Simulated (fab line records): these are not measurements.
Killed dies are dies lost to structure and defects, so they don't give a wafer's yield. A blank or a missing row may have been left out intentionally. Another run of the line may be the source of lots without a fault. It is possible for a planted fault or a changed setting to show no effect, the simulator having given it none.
What tool caused it? ; flow nandHarc ; 19 wafers from 7 lots sampled at 4 of the route's 1302 steps

WHAT THE GAUGES READ, wafer by wafer
NHARC_A_ONON_D2_THK_MEAS_27: measures by ellipsometry.
lot;measured;on;thkNm (nm)
L752;day 13 06:47;filmMetro-01;998 999 998
L756;day 14 16:58;filmMetro-02;1004 1003 1004
L759;day 15 21:52;filmMetro-02;992 989 991
L764;day 17 03:22;filmMetro-01;998 997 998
L768;day 19 13:02;filmMetro-01;1557 1556
L771;day 20 18:16;filmMetro-01;1550 999
L774;day 21 23:39;filmMetro-01;1003 1003 1002

TOOL THAT RAN EACH LOT (tool first, then ch and the chambers of the sampled wafers, then the start)
lot;NHARC_A_DECK1_JOINT_CMP_13;NHARC_A_DECK1_JOINT_CMP_02;NHARC_A_ONON_D2_DEP_25
L752;cmp-02 ch 1,2, day 11 23:43;cmp-02 ch 0,1,2, day 12 18:14;pecvdOnon-01 ch 0, day 13 06:17
L756;cmp-01 ch 0,1, day 12 18:29;cmp-01 ch 0,2,3, day 14 02:20;pecvdOnon-02 ch 0, day 14 16:38
L759;cmp-03 ch 0,1,3, day 14 07:21;cmp-03 ch 1,2,3, day 15 09:18;pecvdOnon-04 ch 0, day 15 21:20
L764;cmp-02 ch 0,1,2, day 15 20:58;cmp-02 ch 0,1,3, day 16 17:16;pecvdOnon-01 ch 0, day 17 02:55
L768;cmp-01 ch 0,3, day 18 02:08;cmp-03 ch 0,2, day 19 00:25;pecvdOnon-04 ch 0, day 19 12:35
L771;cmp-02 ch 1,3, day 19 02:14;cmp-01 ch 1,3, day 20 05:32;pecvdOnon-04 ch 0, day 20 17:49
L774;cmp-03 ch 0,2,3, day 20 12:30;cmp-02 ch 1,2,3, day 21 11:02;pecvdOnon-01 ch 0, day 21 23:08
- NHARC_A_DECK1_JOINT_CMP_13: polishes, target thk 51.023 nm.
- NHARC_A_DECK1_JOINT_CMP_02: polishes SiOx.
- NHARC_A_ONON_D2_DEP_25: target thk 1000 nm.

THE ANSWER, worked out from the rows above alone
Rule: the lots themselves supply what counts as usual. The widest of any qualifying gaps counts: lots, ordered by their means at a reading, are off when they make up no more than a third of the lots, leave a main group of 4 or more, and stand apart from it by 3 or more times the standard deviation of that group's means. A main group whose means are all the same, to the digits that the tables above print for the reading, isn't used. A lot without any number at a reading at which 4 lots or more have one is off too. All remaining lots with rows at the step are treated as sound.
Off, at NHARC_A_ONON_D2_THK_MEAS_27 on thkNm: L768, L771. Main group: mean 999 nm, sd 4.6.
If a tool, at a process step before that reading, ran all the lots that are off and no sound lot after the first of them, it fits. Those tools and the gauges at NHARC_A_ONON_D2_THK_MEAS_27 are tried in the same way. One fits: NHARC_A_ONON_D2_DEP_25 on pecvdOnon-04. Its last sound lot is L759 (day 15 21:20), its first lot that is off L768 (day 19 12:35): a fault that began between those two fits.

WHAT THE SIMULATOR HAD INSERTED
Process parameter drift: pecvdOnon-04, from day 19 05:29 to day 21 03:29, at NHARC_A_ONON_D2_DEP_25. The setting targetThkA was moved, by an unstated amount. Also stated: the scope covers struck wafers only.
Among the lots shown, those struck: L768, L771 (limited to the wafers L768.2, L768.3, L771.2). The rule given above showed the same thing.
